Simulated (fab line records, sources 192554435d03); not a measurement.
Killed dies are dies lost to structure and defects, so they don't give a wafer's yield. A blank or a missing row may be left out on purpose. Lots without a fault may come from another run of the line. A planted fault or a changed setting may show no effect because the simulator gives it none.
A struck lot beside a sound one | flow n5_finfet | 16 steps out of a route of 1938
Sound: wafers L252.3, L252.5, L252.6. Struck: wafer L258.6. (L258.1, L258.5 of the same lot were not struck and are left out.) The cause comes at the end.
At each step with rows: each side's tool, then ch and its chambers, then its first start. Under that, the readings that differ: sound wafers | struck wafers | difference of the means | sigmas: that difference in standard deviations of wafers without a fault.
alike: readings whose means differ by less than 2 such deviations, and words and numbers that are the same on both sides. not compared: withheld readings, readings that some wafer has no value for, bounds like >300 that may hide the same value, and numbers for which the record gives no deviation and whose values overlap.
The two part at a step that has a row with sigmas, a row that says differs or no value, or rows on one side only. Numbers that don't overlap but have no deviation are shown without sigmas and don't part them. A reading that every wafer of one side lacks parts them only if that side has two wafers or more.

first, 1 step without rows for these wafers: N5_BEOL_M2_DEVELOP_27 (develop time 30 s).
N5_BEOL_M2_CD_MEAS_28: target cd 26.2 nm, target cd y 24.1 nm.
  sound on cd_sem-02 ch 0, day 7 20:57; struck on cd_sem-01 ch 0, day 9 22:16
  alike: cd_nm
N5_BEOL_M2_OVL_MEAS_29:
  sound on overlay-02 ch 0, day 7 20:59; struck on overlay-02 ch 0, day 9 22:17
  alike: V1_OVL
N5_BEOL_M2_INSPECT_30: inspects for defects (brightfield).
  sound on defect_inspect-01, day 7 21:02; struck on defect_inspect-01, day 9 22:21
  alike: raw_defect_count
N5_BEOL_M2_DESCUM_33: chemistry O2, time 7 s.
  sound on rie_diel-04 ch 0,2,3, day 7 21:04; struck on rie_diel-03 ch 0, day 9 22:25
  alike: drypump_motor_current_A, oes_product_au, rf_vpp_V, showerhead_plenum_p_Torr, throttle_valve_pct
  not compared: rf_hours_counter_h
N5_BEOL_M2_ETCH_77: etches underlayer in N2/H2, target depth 6.5 nm, time 5.2 s.
  sound on rie_diel-04 ch 0,2,3, day 7 21:06; struck on rie_diel-03 ch 0, day 9 22:28
  alike: drypump_motor_current_A, etch_rf_on_time_s, n2_flow_sccm, oes_product_au, rf_vpp_V, showerhead_plenum_p_Torr, throttle_valve_pct
  not compared: rf_hours_counter_h
N5_BEOL_M2_ETCH_69: etches SiARC in CF4, target depth 15.6 nm, time 26 s.
  sound on rie_diel-04 ch 0,2,3, day 7 21:07; struck on rie_diel-03 ch 0, day 9 22:28
  reading                | sound             | struck | difference | sigmas
  throttle_valve_pct (%) | 15.85 15.61 15.58 | 15.36  | -0.32      | -2
  alike: cf4_flow_sccm, drypump_motor_current_A, etch_rf_on_time_s, oes_product_au, rf_vpp_V, showerhead_plenum_p_Torr
  not compared: rf_hours_counter_h
N5_BEOL_M2_ALD_98: deposits SiO2, target thk 2.5 nm, pulse time 1 s, co reactant pulse time 1 s.
  sound on ald_sin-03 ch 1,2,3, day 7 21:12; struck on ald_sin-02 ch 2, day 9 22:44
  alike: heater_power_w, precursor_pulse_height_rel
N5_BEOL_M2_ETCHBACK_99: etches SiO2 in CHF3, target depth 5 nm, time 10.4 s.
  sound on rie_diel-01 ch 0,2,3, day 7 23:14; struck on rie_diel-01 ch 2, day 9 22:56
  reading      | sound       | struck | difference | sigmas
  rf_vpp_V (V) | 245 235 235 | 248    | +10        | +2
  alike: drypump_motor_current_A, oes_product_au, showerhead_plenum_p_Torr, throttle_valve_pct
  not compared: rf_hours_counter_h
then, 3 steps without rows for these wafers: N5_BEOL_M2_ETCH_70 (etches SOC in N2/H2, target depth 80 nm, overetch 24 nm, time 130 s); N5_BEOL_M2_STRIP_71 (strips in N2/H2); N5_BEOL_M2_STRIP_78 (strips in N2/H2).
N5_BEOL_M2_VIA_ETCH_34: etches the open film in C4F6/O2, target depth 69.4 nm, time 65.9 s.
  sound on rie_diel-01 ch 0,2,3, day 7 23:22; struck on rie_diel-01 ch 2, day 9 23:05
  reading                                  | sound             | struck | difference | sigmas
  oes_product_au (a.u.)                    | 0.73 0.76 0.86    | 0.64   | -0.14      | -2
  model.etch.depth_nm (nm)                 | 70.03 70.52 71.24 | 57.86  | -12.74     |
  model.SOC_of_BEOL_M2_COAT_67.thk_nm (nm) | 51.4 51.4 51.6    | 53     | +2         |
  alike: drypump_motor_current_A, rf_vpp_V, showerhead_plenum_p_Torr, throttle_valve_pct
  not compared: rf_hours_counter_h
then, 1 step without rows for these wafers: N5_BEOL_M2_STRIP_83 (strips in C4F6/O2).
N5_BEOL_M4_RC_MEAS_101:
  sound on prober-01 ch 0, day 9 04:38; struck on prober-02 ch 0, day 11 04:07
  alike: DIBL_N, DIBL_P, IOFF_N, IOFF_P, ION_N, ION_P, SS_N, SS_P, VT_N, VT_P
-- the record jumps here: 4 days lie between the struck wafers' starts before and after (it left off in module BEOL_M4 and takes up again in module PASSIVATION, whose first step shown is number 1936 of the route) --
N5_PASSIVATION_PROBE_49:
  sound on prober-01, day 13 06:54; struck on prober-01, day 15 10:47
  reading                  | sound          | struck | difference | sigmas
  defect_limited_yield (%) | 93.5 93.1 93.3 | 89.9   | -3.4       | -2
  killed_at_M0_to_M3       | 30 18 21       | 48     | +25        | +2
  killed_at_contacts       | 4 10 9         | 28     | +20        | +3
  killed_dies              | 77 82 79       | 119    | +40        | +2
  killed_open              | 46 48 54       | 80     | +31        | +2
  sort_bin_6_memory (%)    | 2.7 2.5 2.1    | 4.1    | +1.7       | +3
  sort_n_pass              | 1103 1098 1101 | 1061   | -40        | -2
  sort_yield_pct (%)       | 93.5 93.1 93.3 | 89.9   | -3.4       | -2
  alike: killed_at_M4_up, killed_at_front_end, killed_at_other, killed_short, sort_bin_5_function

WHERE THEY PART
First at N5_BEOL_M2_ETCH_69; last, within this record, at N5_PASSIVATION_PROBE_49.

WHY: what the simulator had put in
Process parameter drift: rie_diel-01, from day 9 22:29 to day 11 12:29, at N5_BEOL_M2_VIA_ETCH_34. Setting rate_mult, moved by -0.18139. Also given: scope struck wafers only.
